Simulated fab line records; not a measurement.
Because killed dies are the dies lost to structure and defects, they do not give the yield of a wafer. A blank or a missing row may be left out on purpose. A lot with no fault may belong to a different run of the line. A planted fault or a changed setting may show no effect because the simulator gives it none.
fab line records + flow n5Finfet
record
- lots=7
- wafers=21
route steps=1938 shown BEOL_M15@1800 PASSIVATION@1915
startH: hours from the record's opening day to when the first of the lot's shown wafers began + waitH: hours elapsed since this lot's preceding step + " identical to the entry in the row above + L1.1+2: a row that stands for several wafers + - no value, or no start given + * or withheld: withheld + < > ~ a bound
route shown NAME@n: names a module that has steps shown in the file, with the first one's number in the route + usual: mean/standard deviation taken from wafers without a fault + same: alike in all rows + chamber/n: place in a boat + sites: each site's reading + _std_site: the standard deviation of these + _edge_site: the outer-site mean with the inner-site mean subtracted + radiusMm: for every site, how far away it sits from the centre of the wafer + mask NAME#n: copy n + behind: the last tool/chamber to shape the wafer + hold: the reason the lot was held/the length of the hold in hours/how it ended + device: transistor that didn't switch, given as n, p or np + end of line: the same wafers' tests at the end of the route + for a step that has no rows: nothing shown but its recipe + killed: the dies lost at the first sort to structure and to defects; this is not the yield of the wafer + map: shows each die of a wafer: x if killed, . if not, _ if none is there
set.NAME: the setting the step ran with; set.NAME@STEP: the setting that earlier step ran with + model.NAME: the simulator's own value behind a step, which no gauge read
one table per step and one row per wafer, for lots whose settings were changed on purpose
## steps
# step N5_BEOL_M15_EXPOSE_25
# recipe
- maskId=M15
- na=0.8
- sourceShape=annular
- sigmaInner=0.5
- sigmaOuter=0.8
- polarization=unpolarized
- targetCdNm=400
- doseMj=35.5
| lot.wafer  | tool          | chamber | startH | waitH | mask  | set.doseMj |
|------------|---------------|---------|--------|-------|-------|------------|
| L078.3     | krfScanner-02 | 0       | 281.41 | -     | M15#0 | 36.66      |
| L078.4+5   | "             | 0       | "      | "     | M15#0 | 35.5       |
| L081.1+2+3 | krfScanner-02 | 0       | 296.78 | -     | M15#0 | 35.5       |
| L080.1+3+6 | krfScanner-02 | 0       | 299.93 | -     | M15#0 | 35.5       |
| L083.2+3+5 | krfScanner-02 | 0       | 300.06 | -     | M15#0 | 35.5       |
| L089.2     | krfScanner-01 | 0       | 350.11 | -     | M15#0 | 35.5       |
| L089.4+6   | "             | 0       | "      | "     | M15#0 | 36.44      |
| L090.2+5   | krfScanner-02 | 0       | 361.55 | -     | M15#0 | 33.21      |
| L090.3     | "             | 0       | "      | "     | M15#0 | 35.5       |
| L096.2+3+4 | krfScanner-01 | 0       | 389.70 | -     | M15#0 | 36.17      |
# step N5_BEOL_M15_PEB_26
# recipe
- pebTempC=130
- pebTimeS=90
# step N5_BEOL_M15_DEVELOP_27
# recipe
- developTimeS=45
- rinseLiquid=diw
- dry=airSpin
- devTempC=21
# step N5_BEOL_M15_HARDBAKE_32
# recipe
- tempC=130
- timeS=120
# step N5_BEOL_M15_CD_MEAS_28
# recipe
- targetCdNm=407.6
- landingEnergyEv=500
- detector=seInlens
# usual
- cdNm=408.2/1.7
| lot.wafer | tool     | chamber | startH | waitH | set.doseMj@BEOL_M15_EXPOSE_25 | cdNm  |
|-----------|----------|---------|--------|-------|-------------------------------|-------|
| L078.3    | cdSem-02 | 0       | 281.57 | -     | 36.66                         | 412.0 |
| L078.4    | "        | 0       | "      | "     | 35.5                          | 407.4 |
| L078.5    | "        | 0       | "      | "     | 35.5                          | 407.3 |
| L081.1    | cdSem-02 | 0       | 296.95 | -     | 35.5                          | 414.9 |
| L081.2    | "        | 0       | "      | "     | 35.5                          | 413.0 |
| L081.3    | "        | 0       | "      | "     | 35.5                          | 411.7 |
| L080.1    | cdSem-02 | 0       | 300.10 | -     | 35.5                          | 408.8 |
| L080.3    | "        | 0       | "      | "     | 35.5                          | 407.4 |
| L080.6    | "        | 0       | "      | "     | 35.5                          | 408.1 |
| L083.2    | cdSem-03 | 0       | 300.23 | -     | 35.5                          | 406.7 |
| L083.3    | "        | 0       | "      | "     | 35.5                          | 407.4 |
| L083.5    | "        | 0       | "      | "     | 35.5                          | 405.7 |
| L089.2    | cdSem-01 | 0       | 350.28 | -     | 35.5                          | 408.8 |
| L089.4    | "        | 0       | "      | "     | 36.44                         | 412.5 |
| L089.6    | "        | 0       | "      | "     | 36.44                         | 412.8 |
| L090.2    | cdSem-01 | 0       | 361.72 | -     | 33.21                         | 395.8 |
| L090.3    | "        | 0       | "      | "     | 35.5                          | 405.6 |
| L090.5    | "        | 0       | "      | "     | 33.21                         | 397.1 |
| L096.2    | cdSem-02 | 0       | 389.87 | -     | 36.17                         | 413.6 |
| L096.3    | "        | 0       | "      | "     | 36.17                         | 412.7 |
| L096.4    | "        | 0       | "      | "     | 36.17                         | 413.7 |
# step N5_BEOL_M15_DESCUM_33
# recipe
- chemistry=O2
- timeS=7.9
- sourcePowerW=50
- biasPowerW=20
- pressureMtorr=20
- rfFrequencyHz=2.712e+07
- tempC=40
- o2FlowSccm=225
| lot.wafer | tool       | chamber | startH | waitH | set.doseMj@BEOL_M15_EXPOSE_25 | model.BEOL_M15.cdNm |
|-----------|------------|---------|--------|-------|-------------------------------|---------------------|
| L078.3    | rieDiel-01 | 1       | 281.95 | 0.3   | 36.66                         | 412                 |
| L078.4    | "          | 3       | "      | "     | 35.5                          | 407.4               |
| L078.5    | "          | 0       | "      | "     | 35.5                          | 407                 |
| L081.1    | rieDiel-06 | 1       | 297.04 | 0.0   | 35.5                          | 415.2               |
| L081.2    | "          | 0       | "      | "     | 35.5                          | 413.4               |
| L081.3    | "          | 2       | "      | "     | 35.5                          | 411.8               |
| L080.1    | rieDiel-01 | 0       | 300.20 | 0.1   | 35.5                          | 408.6               |
| L080.3    | "          | 2       | "      | "     | 35.5                          | 407.2               |
| L080.6    | "          | 0       | "      | "     | 35.5                          | 407.8               |
| L083.2    | rieDiel-01 | 3       | 300.49 | 0.2   | 35.5                          | 406.6               |
| L083.3    | "          | 1       | "      | "     | 35.5                          | 407.2               |
| L083.5    | "          | 0       | "      | "     | 35.5                          | 405.6               |
| L089.2    | rieDiel-06 | 2       | 350.79 | 0.5   | 35.5                          | 408.8               |
| L089.4    | "          | 3       | "      | "     | 36.44                         | 412.4               |
| L089.6    | "          | 0       | "      | "     | 36.44                         | 412.6               |
| L090.2    | rieDiel-02 | 1       | 362.18 | 0.4   | 33.21                         | 395.6               |
| L090.3    | "          | 0       | "      | "     | 35.5                          | 405.4               |
| L090.5    | "          | 2       | "      | "     | 33.21                         | 396.8               |
| L096.2    | rieDiel-02 | 3       | 389.95 | 0.0   | 36.17                         | 413.4               |
| L096.3    | "          | 1       | "      | "     | 36.17                         | 412.8               |
| L096.4    | "          | 3       | "      | "     | 36.17                         | 413.6               |
# step N5_BEOL_M15_ETCH_61
# recipe
- chemistry=N2/H2
- target=BARC
- targetDepthA=890
- overetchA=267
- timeS=67.9
- ionEnergyEv=200
- pressureMtorr=30
- sourceW=840
- biasW=150
- n2FlowSccm=200
- h2FlowSccm=200
| lot.wafer | tool       | chamber | startH | waitH | set.timeS | model.coat_of_BEOL_M15_COAT_22.thkNm |
|-----------|------------|---------|--------|-------|-----------|--------------------------------------|
| L078.3    | rieDiel-01 | 1       | 281.99 | 0.0   | 67.9      | 722.2                                |
| L078.4+5  | "          | 3,0     | "      | "     | 67.9      | 719.6                                |
| L081.1    | rieDiel-06 | 1       | 297.07 | 0.0   | 52.7      | 728.2                                |
| L081.2    | "          | 0       | "      | "     | 67.9      | 714                                  |
| L081.3    | "          | 2       | "      | "     | 52.7      | 730.4                                |
| L080.1+6  | rieDiel-01 | 0       | 300.24 | 0.0   | 67.9      | 719.2                                |
| L080.3    | "          | 2       | "      | "     | 67.9      | 720.2                                |
| L083.2    | rieDiel-01 | 3       | 300.52 | 0.0   | 55        | 727.4                                |
| L083.3    | "          | 1       | "      | "     | 55        | 727.6                                |
| L083.5    | "          | 0       | "      | "     | 67.9      | 711                                  |
| L089.2    | rieDiel-06 | 2       | 350.82 | 0.0   | 67.9      | 716.8                                |
| L089.4    | "          | 3       | "      | "     | 53.4      | 727.8                                |
| L089.6    | "          | 0       | "      | "     | 53.4      | 729                                  |
| L090.2    | rieDiel-02 | 1       | 362.22 | 0.0   | 74.83     | 709.6                                |
| L090.3    | "          | 0       | "      | "     | 74.83     | 709                                  |
| L090.5    | "          | 2       | "      | "     | 67.9      | 718.2                                |
| L096.2    | rieDiel-02 | 3       | 389.99 | 0.0   | 61.78     | 726.4                                |
| L096.3    | "          | 1       | "      | "     | 67.9      | 717.8                                |
| L096.4    | "          | 3       | "      | "     | 61.78     | 724.4                                |
# step N5_BEOL_M15_TRENCH_ETCH_34
# recipe
- chemistry=C4F8/O2/Ar
- target=SiO2
- targetDepthA=8729.3
- heInnerTorr=15
- heOuterTorr=30
- timeS=199
- ionEnergyEv=800
- pressureMtorr=20
- sourceW=1905
- biasW=2040
- Ar_flow_sccm=400
- C4F8_flow_sccm=16
- O2_flow_sccm=12
| lot.wafer | tool       | chamber | startH | waitH | set.timeS@BEOL_M15_ETCH_61 | model.coat_of_BEOL_M15_COAT_22.thkNm |
|-----------|------------|---------|--------|-------|----------------------------|--------------------------------------|
| L078.3    | rieDiel-01 | 1       | 282.04 | 0.0   | 67.9                       | 548.4                                |
| L078.4    | "          | 3       | "      | "     | 67.9                       | 547.8                                |
| L078.5    | "          | 0       | "      | "     | 67.9                       | 540                                  |
| L081.1    | rieDiel-06 | 1       | 297.12 | 0.0   | 52.7                       | 550.8                                |
| L081.2    | "          | 0       | "      | "     | 67.9                       | 537.4                                |
| L081.3    | "          | 2       | "      | "     | 52.7                       | 559                                  |
| L080.1    | rieDiel-01 | 0       | 300.29 | 0.0   | 67.9                       | 541.6                                |
| L080.3    | "          | 2       | "      | "     | 67.9                       | 549                                  |
| L080.6    | "          | 0       | "      | "     | 67.9                       | 541.8                                |
| L083.2    | rieDiel-01 | 3       | 300.57 | 0.0   | 55                         | 556                                  |
| L083.3    | "          | 1       | "      | "     | 55                         | 554.6                                |
| L083.5    | "          | 0       | "      | "     | 67.9                       | 531.2                                |
| L089.2    | rieDiel-06 | 2       | 350.87 | 0.0   | 67.9                       | 543.8                                |
| L089.4    | "          | 3       | "      | "     | 53.4                       | 551.6                                |
| L089.6    | "          | 0       | "      | "     | 53.4                       | 552                                  |
| L090.2    | rieDiel-02 | 1       | 362.27 | 0.0   | 74.83                      | 534.2                                |
| L090.3    | "          | 0       | "      | "     | 74.83                      | 530.4                                |
| L090.5    | "          | 2       | "      | "     | 67.9                       | 547.2                                |
| L096.2    | rieDiel-02 | 3       | 390.04 | 0.0   | 61.78                      | 550.4                                |
| L096.3    | "          | 1       | "      | "     | 67.9                       | 541.4                                |
| L096.4    | "          | 3       | "      | "     | 61.78                      | 548.8                                |
# step N5_PASSIVATION_PECVD_53
# recipe
- material=SiO2
- targetThkA=8000
- tempC=400
- precursor=TEOS/O2
- pressureTorr=6.5
- rfW=withheld
- teosFlowSccm=withheld
- gas=O2
- flowSccm=2650
- timeS=169.4
| lot.wafer | tool     | chamber | startH | waitH | set.timeS | model.SiO2_of_PASSIVATION_PECVD_53.thkNm |
|-----------|----------|---------|--------|-------|-----------|------------------------------------------|
| L078.3    | pecvd-02 | 0       | 297.32 | 0.0   | 169.4     | 798                                      |
| L078.4    | "        | 1       | "      | "     | 169.4     | 800                                      |
| L078.5    | "        | 0       | "      | "     | 153.7     | 732.6                                    |
| L081.1    | pecvd-01 | 2       | 309.51 | 0.0   | 169.4     | 786.6                                    |
| L081.2    | "        | 0       | "      | "     | 169.4     | 793.8                                    |
| L081.3    | "        | 1       | "      | "     | 162.9     | 755.8                                    |
| L080.1    | pecvd-01 | 1       | 314.30 | 0.0   | 169.4     | 794.4                                    |
| L080.3    | "        | 2       | "      | "     | 169.4     | 796.6                                    |
| L080.6    | "        | 1       | "      | "     | 169.4     | 799.2                                    |
| L083.2    | pecvd-02 | 2       | 315.18 | 0.0   | 157.7     | 747.8                                    |
| L083.3    | "        | 1       | "      | "     | 169.4     | 789.6                                    |
| L083.5    | "        | 2       | "      | "     | 157.7     | 763                                      |
| L089.2    | pecvd-04 | 1       | 369.81 | 0.0   | 169.4     | 796.8                                    |
| L089.4    | "        | 0       | "      | "     | 148.1     | 710.8                                    |
| L089.6    | "        | 2       | "      | "     | 169.4     | 811.4                                    |
| L090.2    | pecvd-02 | 0       | 376.82 | 0.0   | 169.4     | 786.4                                    |
| L090.3    | "        | 1       | "      | "     | 169.4     | 778.2                                    |
| L090.5    | "        | 0       | "      | "     | 149.6     | 708.4                                    |
| L096.2    | pecvd-01 | 0       | 403.53 | 0.0   | 169.4     | 785                                      |
| L096.3    | "        | 2       | "      | "     | 147.4     | 692.8                                    |
| L096.4    | "        | 0       | "      | "     | 147.4     | 684                                      |
## key
split
- step=N5_BEOL_M15_EXPOSE_25
- setting=doseMj
- stated=35.5
- by=wafer
response
- step=N5_BEOL_M15_CD_MEAS_28
- reading=cdNm
- change=+1.43
- per=1%
- r=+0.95
response
- step=N5_BEOL_M15_DESCUM_33
- reading=model.BEOL_M15.cdNm
- change=+1.43
- per=1%
- r=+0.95
split
- step=N5_BEOL_M15_ETCH_61
- setting=timeS
- stated=67.9
- by=wafer
response
- step=N5_BEOL_M15_ETCH_61
- reading=model.coat_of_BEOL_M15_COAT_22.thkNm
- change=-0.707
- per=1%
- r=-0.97
response
- step=N5_BEOL_M15_TRENCH_ETCH_34
- reading=model.coat_of_BEOL_M15_COAT_22.thkNm
- change=-0.829
- per=1%
- r=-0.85
split
- step=N5_PASSIVATION_PECVD_53
- setting=timeS
- stated=169.4
- by=wafer
response
- step=N5_PASSIVATION_PECVD_53
- reading=model.SiO2_of_PASSIVATION_PECVD_53.thkNm
- change=+6.99
- per=1%
- r=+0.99
